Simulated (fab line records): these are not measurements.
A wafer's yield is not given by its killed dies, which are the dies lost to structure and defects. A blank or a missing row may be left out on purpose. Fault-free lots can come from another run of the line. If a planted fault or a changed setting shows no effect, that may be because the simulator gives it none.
fab line records	flow nandHarc	part 1 of 2: steps 1 to 4 of 6
record: lots: 23	wafers: 69	lastDay: 25
route steps=1159 shown A_STAIRCASE@553
lots that met no fault: from a run of the same line without faults
startH: hours from the record's first day to the start of the lot's first wafer shown	waitH: hours elapsed since this lot's preceding step	" as in the row above	L1.1+2: a row that stands for several wafers	- value missing, or start not given	* or withheld: withheld	< > ~ a bound
route shown NAME@n: NAME is a module with steps in the file, n the number in the route of the first one	usual: mean and standard deviation over wafers with no fault	same: alike in all rows	chamber/n: place in a boat	sites: the reading at each site	_std_site: how widely they spread, as a standard deviation	_edge_site: the outer-site mean with the inner-site mean subtracted	radiusMm: how far each site lies from the wafer's centre	mask NAME#n: copy n	behind: the last tool/chamber to shape the wafer	hold: why the lot was held/for how many hours/how that ended	device: transistor that didn't switch, given as n, p or np	end of line: the tests these same wafers got at the end of their route	step lacking rows: just its recipe	killed: at the first sort, the dies lost to defects and structure; wafer yield is something else	map: per-die view of a wafer (x killed, . not killed, _ where there is no die)
set.NAME: the setting that was run; set.NAME@STEP: the one run at that earlier step	model.NAME: the simulator's own value behind a step, which no gauge read
one table for each step of the route and one row for each wafer, over a sample of lots
services: a tool's chamber out of use, with start hour (startH, from the record's first day; less than 0 if before it), hours out, and reason
== steps ==
step: NHARC_A_STAIRCASE_ETCH_17
recipe: targetDepthA: 1000	timeS: 40.5	ionEnergyEv: 400	c4f8FlowSccm: 20	o2FlowSccm: 10	arFlowSccm: withheld	rfW: 600	biasW: 1000	chemistry: C4F8/O2
usual: oesProductAu: 0.940/0.013	rfFwdPowerW: 593.2/2.5	rfVppV: 895/5.3
lot.wafer	tool	chamber	startH	waitH	oesProductAu	rfFwdPowerW	rfHoursCounterH	rfVppV
L074.3	rieDiel-04	2	-	-	0.947	596.4	36	886
L074.1	"	3	"	"	0.942	591.4	37	891
L074.4	"	0	"	"	0.935	592.8	36	889
L075.4	rieDiel-02	2	-	-	0.929	588.8	31	896
L075.1	"	0	"	"	0.947	596.4	31	894
L075.5	"	2	"	"	0.939	587.3	-	896
L076.3	rieDiel-02	3	-	-	0.950	591.0	34	901
L076.2	"	0	"	"	0.945	598.8	31	895
L076.5	"	2	"	"	0.942	594.3	-	896
L078.1	rieDiel-13	1	-	-	0.965	594.6	53	895
L078.5	"	0	"	"	0.936	595.1	-	891
L078.6	"	1	"	"	0.967	593.8	-	895
L077.1	rieDiel-04	2	-	-	0.932	595.6	51	885
L077.3	"	3	"	"	0.931	588.5	50	891
L077.2	"	1	"	"	0.982	592.7	50	897
L079.2	rieDiel-04	1	-	-	0.966	592.2	52	896
L079.1	"	2	"	"	0.951	591.3	53	886
L079.3	"	0	"	"	0.946	592.7	52	888
L082.4	rieDiel-02	2	-	-	0.952	590.1	42	896
L082.1	"	3	"	"	0.948	595.6	46	901
L082.6	"	1	"	"	0.924	594.6	-	892
L080.4	rieDiel-02	1	-	-	0.922	590.4	40	892
L080.3	"	2	"	"	0.939	592.2	42	894
L080.6	"	2	"	"	0.940	591.3	-	895
L083.3	rieDiel-02	2	-	-	0.949	595.7	50	897
L083.1	"	3	"	"	0.954	594.7	52	903
L083.6	"	3	"	"	0.951	596.7	-	900
L084.2	rieDiel-13	2	-	-	0.938	591.3	5	894
L084.4	"	0	"	"	0.928	593.7	4	890
L084.3	"	1	"	"	0.934	594.3	5	895
L087.2	rieDiel-04	2	-	-	0.933	594.7	3	907
L087.4	"	1	"	"	0.961	593.0	4	897
L087.5	"	2	"	"	0.937	595.0	-	906
L086.4	rieDiel-13	1	-	-	0.937	592.2	10	894
L086.3	"	3	"	"	0.918	589.1	9	906
L086.5	"	0	"	"	0.935	595.0	-	889
L088.4	rieDiel-02	0	-	-	0.936	598.9	56	896
L088.2	"	1	"	"	0.921	592.4	56	893
L088.5	"	2	"	"	0.949	590.5	-	896
L085.3	rieDiel-04	3	-	-	0.933	589.5	10	890
L085.5	"	2	"	"	0.947	596.7	-	907
L085.6	"	3	"	"	0.938	589.7	-	891
L090.3	rieDiel-04	1	-	-	0.968	594.6	12	896
L090.4	"	1	"	"	0.973	594.8	-	897
L090.5	"	0	"	"	0.940	595.6	-	887
L089.1	rieDiel-13	3	-	-	0.939	594.9	16	905
L089.6	"	0	"	"	0.943	592.0	-	889
L089.5	"	1	"	"	0.936	594.0	-	895
L091.2	rieDiel-04	1	-	-	0.947	595.9	15	897
L091.5	"	1	"	"	0.958	595.6	-	898
L091.6	"	2	"	"	0.929	593.5	-	906
L092.1	rieDiel-02	0	-	-	0.940	592.5	0	894
L092.5	"	0	"	"	0.940	594.8	-	894
L092.6	"	1	"	"	0.930	592.3	-	894
L094.4	rieDiel-13	2	-	-	0.934	590.4	24	893
L094.1	"	0	"	"	0.924	595.8	21	890
L094.6	"	3	"	"	0.916	590.8	-	904
L093.2	rieDiel-13	1	-	-	0.934	592.7	24	893
L093.3	"	0	"	"	0.928	593.0	22	890
L093.6	"	2	"	"	0.936	594.3	-	893
L095.3	rieDiel-13	2	-	-	0.931	590.7	31	893
L095.6	"	3	"	"	0.929	590.4	-	905
L095.5	"	0	"	"	0.938	595.3	-	889
L096.1	rieDiel-13	3	-	-	0.934	590.8	27	904
L096.4	"	0	"	"	0.950	593.0	28	888
L096.2	"	1	"	"	0.942	590.7	32	895
L097.3	rieDiel-02	0	-	-	0.937	598.0	13	894
L097.2	"	1	"	"	0.927	591.1	13	891
L097.4	"	2	"	"	0.931	595.2	14	896
step: NHARC_A_STAIRCASE_ETCH_21
recipe: targetDepthA: 1000	timeS: 40.5	ionEnergyEv: 400	c4f8FlowSccm: 20	o2FlowSccm: 10	arFlowSccm: withheld	rfW: 600	biasW: 1000	chemistry: C4F8/O2
usual: oesProductAu: 0.946/0.017	rfFwdPowerW: 593.6/2.3	rfVppV: 895/5.4
lot.wafer	tool	chamber	startH	waitH	oesProductAu	rfFwdPowerW	rfHoursCounterH	rfVppV
L074.1	rieDiel-13	3	-	-	0.955	592.7	45	904
L074.3	"	0	"	"	0.936	592.6	46	889
L074.4	"	1	"	"	0.949	593.9	44	895
L075.4	rieDiel-02	2	-	-	0.951	593.0	31	895
L075.1	"	3	"	"	0.968	595.4	34	900
L075.5	"	2	"	"	0.948	592.6	-	897
L076.2	rieDiel-13	0	-	-	0.941	592.8	53	889
L076.3	"	2	"	"	0.954	594.2	51	894
L076.5	"	0	"	"	0.939	595.3	-	890
L078.1	rieDiel-02	0	-	-	0.972	599.0	35	895
L078.5	"	1	"	"	0.957	592.6	-	893
L078.6	"	2	"	"	0.985	590.1	-	896
L077.3	rieDiel-13	1	-	-	0.976	592.1	53	893
L077.2	"	3	"	"	0.966	594.7	57	904
L077.1	"	0	"	"	0.973	593.0	57	890
L079.2	rieDiel-04	0	-	-	0.944	592.6	52	888
L079.3	"	1	"	"	0.979	592.9	52	895
L079.1	"	2	"	"	0.949	598.6	53	886
L082.1	rieDiel-04	2	-	-	0.926	595.9	59	886
L082.4	"	1	"	"	0.943	593.5	57	897
L082.6	"	3	"	"	0.926	587.2	-	891
L080.4	rieDiel-04	0	-	-	0.926	596.0	56	887
L080.3	"	1	"	"	0.945	593.9	58	895
L080.6	"	1	"	"	0.946	594.6	-	896
L083.1	rieDiel-02	0	-	-	0.930	592.7	51	894
L083.3	"	1	"	"	0.925	592.1	49	894
L083.6	"	0	"	"	0.928	592.8	-	894
L084.3	rieDiel-13	3	-	-	0.935	590.9	4	904
L084.2	"	0	"	"	0.943	595.2	4	889
L084.4	"	1	"	"	0.969	596.6	5	895
L087.4	rieDiel-04	1	-	-	0.953	594.7	4	896
L087.2	"	2	"	"	0.921	592.4	4	905
L087.5	"	2	"	"	0.918	593.6	-	908
L086.4	rieDiel-02	3	-	-	0.937	594.7	58	902
L086.3	"	1	"	"	0.912	589.1	56	893
L086.5	"	2	"	"	0.926	592.3	-	895
L088.2	rieDiel-02	1	-	-	0.933	592.8	56	893
L088.4	"	3	"	"	0.961	594.7	58	901
L088.5	"	1	"	"	0.922	593.2	-	893
L085.3	rieDiel-13	2	-	-	0.948	592.1	16	894
L085.6	"	0	"	"	0.945	596.2	-	890
L085.5	"	1	"	"	0.945	592.9	-	895
L090.4	rieDiel-13	3	-	-	0.944	593.6	17	903
L090.3	"	0	"	"	0.959	598.3	16	888
L090.5	"	3	"	"	0.939	593.2	-	904
L089.1	rieDiel-04	3	-	-	0.946	592.4	14	891
L089.5	"	0	"	"	0.942	597.8	-	886
L089.6	"	3	"	"	0.954	590.6	-	890
L091.2	rieDiel-04	3	-	-	0.946	591.3	18	890
L091.6	"	0	"	"	0.941	592.0	-	888
L091.5	"	1	"	"	0.960	594.0	-	895
L092.1	rieDiel-02	2	-	-	0.928	591.6	0	894
L092.5	"	1	"	"	0.926	594.6	-	891
L092.6	"	2	"	"	0.934	590.8	-	896
L094.4	rieDiel-13	2	-	-	0.939	593.8	25	893
L094.1	"	0	"	"	0.934	592.2	22	889
L094.6	"	2	"	"	0.924	592.7	-	894
L093.3	rieDiel-02	3	-	-	0.950	595.9	3	902
L093.2	"	0	"	"	0.940	594.0	3	894
L093.6	"	3	"	"	0.957	597.4	-	901
L095.3	rieDiel-04	3	-	-	0.952	590.1	26	890
L095.6	"	3	"	"	0.945	590.1	-	891
L095.5	"	0	"	"	0.945	594.1	-	888
L096.1	rieDiel-04	1	-	-	0.986	596.2	26	896
L096.4	"	2	"	"	0.958	597.6	22	908
L096.2	"	3	"	"	0.941	590.8	26	889
L097.3	rieDiel-04	1	-	-	0.975	595.2	32	894
L097.2	"	2	"	"	0.963	597.6	28	905
L097.4	"	2	"	"	0.955	598.8	-	906
step: NHARC_A_STAIRCASE_TRIM_187
recipe: timeS: 211.2	o2FlowSccm: 500	arFlowSccm: 0	biasW: 0	chemistry: O2
usual: drypumpMotorCurrentA: 5.9/0.4	oesProductAu: 1.002/0.012	rfVppV: 57.6/0.96	showerheadPlenumPTorr: 3.48/0.14	throttleValvePct: 17.037/0.0097
lot.wafer	tool	chamber	startH	waitH	drypumpMotorCurrentA	oesProductAu	rfHoursCounterH	rfVppV	showerheadPlenumPTorr	throttleValvePct
L074.4	rieDiel-04	0	231.50	0.1	5.8	0.990	38	56.7	3.33	17.055
L074.1	"	1	"	"	6.5	1.017	37	58.4	3.55	17.038
L074.3	"	3	"	"	6.2	1.002	38	56.0	3.38	17.045
L075.1	rieDiel-04	1	248.90	0.1	6.6	1.019	46	56.8	3.55	17.050
L075.4	"	2	"	"	6.3	1.000	47	56.8	3.28	17.021
L075.5	"	0	"	"	5.8	1.001	-	55.9	3.32	17.019
L076.2	rieDiel-02	0	250.91	1.4	5.4	1.002	33	58.4	3.49	17.054
L076.3	"	2	"	"	6.1	1.009	34	55.7	3.52	17.039
L076.5	"	1	"	"	5.6	0.979	-	57.7	3.44	17.057
L077.1	rieDiel-02	0	260.06	0.1	5.4	1.002	36	56.7	3.49	17.032
L077.2	"	1	"	"	5.5	0.982	33	58.0	3.44	17.014
L077.3	"	3	"	"	5.4	1.019	39	59.1	3.67	17.052
L078.1	rieDiel-04	0	260.25	0.1	5.8	0.997	50	59.0	3.32	17.032
L078.5	"	1	"	"	6.5	1.025	-	57.3	3.54	17.046
L078.6	"	2	"	"	6.3	0.995	-	57.2	3.27	17.040
L079.3	rieDiel-04	3	269.51	0.1	6.2	0.998	53	56.4	3.38	17.033
L079.1	"	0	"	"	5.8	0.998	52	56.7	3.32	17.040
L079.2	"	1	"	"	6.5	1.026	53	56.9	3.54	17.026
L082.1	rieDiel-02	2	283.56	0.1	6.1	1.008	43	56.2	3.51	17.056
L082.4	"	3	"	"	5.4	1.023	47	56.9	3.66	17.036
L082.6	"	0	"	"	5.4	0.999	-	58.2	3.48	17.016
L080.3	rieDiel-02	0	284.46	0.1	5.5	1.010	45	57.8	3.48	17.041
L080.4	"	1	"	"	5.5	1.002	42	56.3	3.43	17.049
L080.6	"	1	"	"	5.5	0.997	-	58.2	3.43	17.028
L084.3	rieDiel-04	3	299.77	0.1	6.2	0.999	0	58.7	3.37	17.017
L084.4	"	1	"	"	6.5	1.025	0	58.5	3.54	17.035
L084.2	"	2	"	"	6.3	0.997	0	59.3	3.81	17.033
L083.1	rieDiel-02	2	300.47	0.1	6.1	1.006	52	57.6	3.51	17.029
L083.3	"	3	"	"	5.4	1.016	53	57.4	3.66	17.048
L083.6	"	0	"	"	5.5	1.001	-	56.9	3.48	17.025
L087.2	rieDiel-04	3	315.84	0.1	6.2	0.995	6	58.0	3.37	17.044
L087.4	"	0	"	"	5.8	0.997	6	56.5	3.31	17.024
L087.5	"	2	"	"	6.3	0.998	-	56.5	3.81	17.044
L086.3	rieDiel-02	2	316.29	0.1	6.1	1.009	58	57.3	3.50	17.021
L086.4	"	0	"	"	5.4	1.015	58	58.7	3.48	17.043
L086.5	"	3	"	"	5.4	1.017	-	58.7	3.66	17.057
L088.4	rieDiel-02	2	316.66	0.1	6.1	1.020	58	57.8	3.50	17.023
L088.2	"	3	"	"	5.4	1.010	59	58.5	3.66	17.024
L088.5	"	1	"	"	5.5	0.988	-	57.9	3.43	17.034
L085.3	rieDiel-04	2	326.13	0.1	6.3	0.989	10	59.1	3.80	17.046
L085.5	"	2	"	"	6.4	0.990	-	58.7	3.80	17.036
L085.6	"	3	"	"	6.2	0.984	-	55.8	3.37	17.052
L090.3	rieDiel-13	2	335.10	0.1	5.8	0.994	20	57.2	3.45	17.044
L090.4	"	0	"	"	5.3	0.996	17	57.0	3.34	17.044
L090.5	"	2	"	"	5.8	0.992	-	57.6	3.45	17.039
L089.1	rieDiel-13	2	335.33	0.1	5.8	1.010	20	56.2	3.45	17.036
L089.6	"	0	"	"	5.3	1.013	-	56.5	3.34	17.038
L089.5	"	1	"	"	6.3	1.019	-	56.4	3.48	17.040
L091.2	rieDiel-13	0	340.50	0.1	5.3	1.001	20	58.1	3.34	17.031
L091.6	"	0	"	"	5.3	1.005	-	56.1	3.34	17.024
L091.5	"	1	"	"	6.3	1.007	-	58.4	3.48	17.046
L092.1	rieDiel-04	3	340.87	0.1	6.2	1.001	18	56.1	3.36	17.036
L092.6	"	2	"	"	6.3	0.986	-	58.9	3.80	17.042
L092.5	"	3	"	"	6.2	0.997	-	57.3	3.36	17.025
L094.1	rieDiel-04	3	348.29	0.2	6.2	1.009	21	57.8	3.36	17.046
L094.4	"	1	"	"	6.6	1.032	19	58.1	3.53	17.036
L094.6	"	0	"	"	5.8	0.998	-	57.1	3.31	17.051
L093.2	rieDiel-04	2	348.48	0.2	6.3	0.984	15	58.5	3.80	17.033
L093.3	"	1	"	"	6.5	1.027	19	58.7	3.53	17.027
L093.6	"	3	"	"	6.2	0.999	-	58.0	3.36	17.036
L095.3	rieDiel-02	1	362.40	0.1	5.5	0.984	9	56.6	3.42	17.043
L095.5	"	1	"	"	5.5	0.981	-	57.2	3.42	17.039
L095.6	"	2	"	"	6.1	0.995	-	56.5	3.50	17.027
L096.1	rieDiel-04	0	362.68	0.1	5.8	0.986	27	57.3	3.30	17.030
L096.2	"	1	"	"	6.6	1.025	27	57.7	3.52	17.038
L096.4	"	3	"	"	6.2	0.996	27	58.2	3.36	17.031
L097.2	rieDiel-02	0	381.10	0.1	5.5	0.985	14	58.7	3.47	17.038
L097.4	"	2	"	"	6.1	0.998	15	57.5	3.49	17.021
L097.3	"	3	"	"	5.4	1.012	15	56.7	3.64	17.042
step: NHARC_A_STAIRCASE_TRIM_198
recipe: timeS: 211.2	o2FlowSccm: 500	arFlowSccm: 0	biasW: 0	chemistry: O2
usual: drypumpMotorCurrentA: 5.9/0.4	oesProductAu: 1.001/0.012	rfVppV: 57.7/0.82	showerheadPlenumPTorr: 3.50/0.15	throttleValvePct: 17.036/0.0094
lot.wafer	tool	chamber	startH	waitH	drypumpMotorCurrentA	oesProductAu	rfHoursCounterH	rfVppV	showerheadPlenumPTorr	throttleValvePct
L074.1	rieDiel-02	0	-	-	5.4	0.998	27	57.7	3.49	17.033
L074.3	"	1	"	"	5.5	0.989	25	58.5	3.44	17.040
L074.4	"	2	"	"	6.1	1.004	27	58.6	3.52	17.032
L075.1	rieDiel-04	2	-	-	6.3	1.001	48	56.6	3.28	17.030
L075.4	"	3	"	"	6.2	1.003	48	57.9	3.38	17.019
L075.5	"	2	"	"	6.3	1.006	-	58.4	3.27	17.026
L076.3	rieDiel-02	3	-	-	5.4	1.015	37	58.9	3.67	17.037
L076.2	"	0	"	"	5.4	1.010	33	56.8	3.49	17.026
L076.5	"	2	"	"	6.1	1.013	-	58.6	3.52	17.030
L077.1	rieDiel-02	0	-	-	5.5	1.005	36	58.5	3.49	17.039
L077.3	"	1	"	"	5.5	0.991	34	57.3	3.44	17.036
L077.2	"	2	"	"	6.1	1.006	37	58.2	3.52	17.033
L078.1	rieDiel-13	2	-	-	5.8	1.002	55	57.3	3.46	17.050
L078.5	"	2	"	"	5.8	1.009	-	59.6	3.46	17.020
L078.6	"	3	"	"	5.4	1.001	-	59.2	3.77	17.037
L079.2	rieDiel-02	0	-	-	5.4	1.013	38	57.5	3.49	17.038
L079.3	"	1	"	"	5.5	0.997	36	58.2	3.44	17.038
L079.1	"	2	"	"	6.1	1.012	39	58.2	3.51	17.035
L082.4	rieDiel-04	2	-	-	6.3	0.993	60	57.3	3.27	17.041
L082.1	"	1	"	"	6.5	1.015	59	58.3	3.54	17.020
L082.6	"	3	"	"	6.2	1.006	-	57.5	3.37	17.020
L080.3	rieDiel-04	3	-	-	6.1	0.990	59	56.9	3.37	17.051
L080.4	"	0	"	"	5.8	1.001	57	57.8	3.32	17.028
L080.6	"	2	"	"	6.3	1.002	-	55.9	3.27	17.054
L084.2	rieDiel-04	2	-	-	6.3	1.003	0	57.3	3.81	17.034
L084.4	"	3	"	"	6.2	1.002	1	56.5	3.37	17.048
L084.3	"	0	"	"	5.8	1.003	1	58.0	3.32	17.032
L083.1	rieDiel-02	2	-	-	6.1	1.003	52	58.6	3.51	17.049
L083.3	"	0	"	"	5.5	1.009	52	57.6	3.48	17.042
L083.6	"	1	"	"	5.5	0.977	-	57.8	3.43	17.048
L087.4	rieDiel-04	3	-	-	6.2	0.983	6	58.6	3.37	17.049
L087.2	"	1	"	"	6.5	1.013	5	57.7	3.53	17.035
L087.5	"	3	"	"	6.2	0.999	-	57.5	3.37	17.035
L086.3	rieDiel-13	3	-	-	5.4	0.995	10	58.2	3.77	17.031
L086.4	"	1	"	"	6.3	1.012	13	56.2	3.48	17.036
L086.5	"	2	"	"	5.8	0.998	-	57.8	3.45	17.037
L088.2	rieDiel-02	3	-	-	5.5	1.007	60	57.7	3.65	17.039
L088.4	"	0	"	"	5.4	0.993	59	57.8	3.48	17.019
L088.5	"	1	"	"	5.5	0.974	-	57.2	3.43	17.030
L085.3	rieDiel-02	0	-	-	5.5	1.010	62	58.2	3.48	17.051
L085.5	"	2	"	"	6.1	0.998	-	57.7	3.50	17.043
L085.6	"	3	"	"	5.4	1.011	-	57.4	3.65	17.024
L090.4	rieDiel-13	0	-	-	5.3	0.984	18	56.8	3.34	17.034
L090.3	"	2	"	"	5.8	1.002	21	57.4	3.45	17.038
L090.5	"	1	"	"	6.3	1.002	-	58.3	3.48	17.042
L089.1	rieDiel-04	1	-	-	6.5	1.017	15	57.5	3.53	17.032
L089.5	"	2	"	"	6.3	1.001	-	57.9	3.80	17.039
L089.6	"	3	"	"	6.2	0.998	-	56.3	3.36	17.035
L091.2	rieDiel-13	2	-	-	5.8	1.003	23	58.1	3.44	17.040
L091.5	"	2	"	"	5.8	0.996	-	58.3	3.44	17.039
L091.6	"	3	"	"	5.5	1.002	-	58.8	3.76	17.042
L092.1	rieDiel-04	0	-	-	5.8	0.993	19	57.7	3.31	17.052
L092.5	"	2	"	"	6.4	0.999	-	58.0	3.80	17.032
L092.6	"	3	"	"	6.2	1.015	-	56.2	3.36	17.043
L094.4	rieDiel-02	1	-	-	5.5	0.977	6	59.0	3.42	17.046
L094.1	"	2	"	"	6.1	0.992	5	58.3	3.50	17.049
L094.6	"	1	"	"	5.5	0.980	-	56.7	3.42	17.036
L093.2	rieDiel-04	3	-	-	6.1	1.006	23	57.4	3.36	17.037
L093.3	"	0	"	"	5.8	0.994	23	56.1	3.31	17.032
L093.6	"	2	"	"	6.3	1.001	-	59.0	3.80	17.053
L095.3	rieDiel-02	0	-	-	5.4	1.000	9	57.1	3.47	17.012
L095.6	"	2	"	"	6.1	1.001	-	57.8	3.50	17.029
L095.5	"	3	"	"	5.4	1.011	-	58.1	3.65	17.045
L096.2	rieDiel-13	3	-	-	5.4	0.980	28	58.3	3.76	17.030
L096.4	"	0	"	"	5.3	0.998	29	57.7	3.34	17.045
L096.1	"	1	"	"	6.3	0.997	33	58.1	3.47	17.037
L097.2	rieDiel-04	0	-	-	5.8	0.996	34	57.3	3.30	17.025
L097.3	"	1	"	"	6.6	1.026	35	59.1	3.52	17.046
L097.4	"	1	"	"	6.6	1.024	-	58.2	3.52	17.046
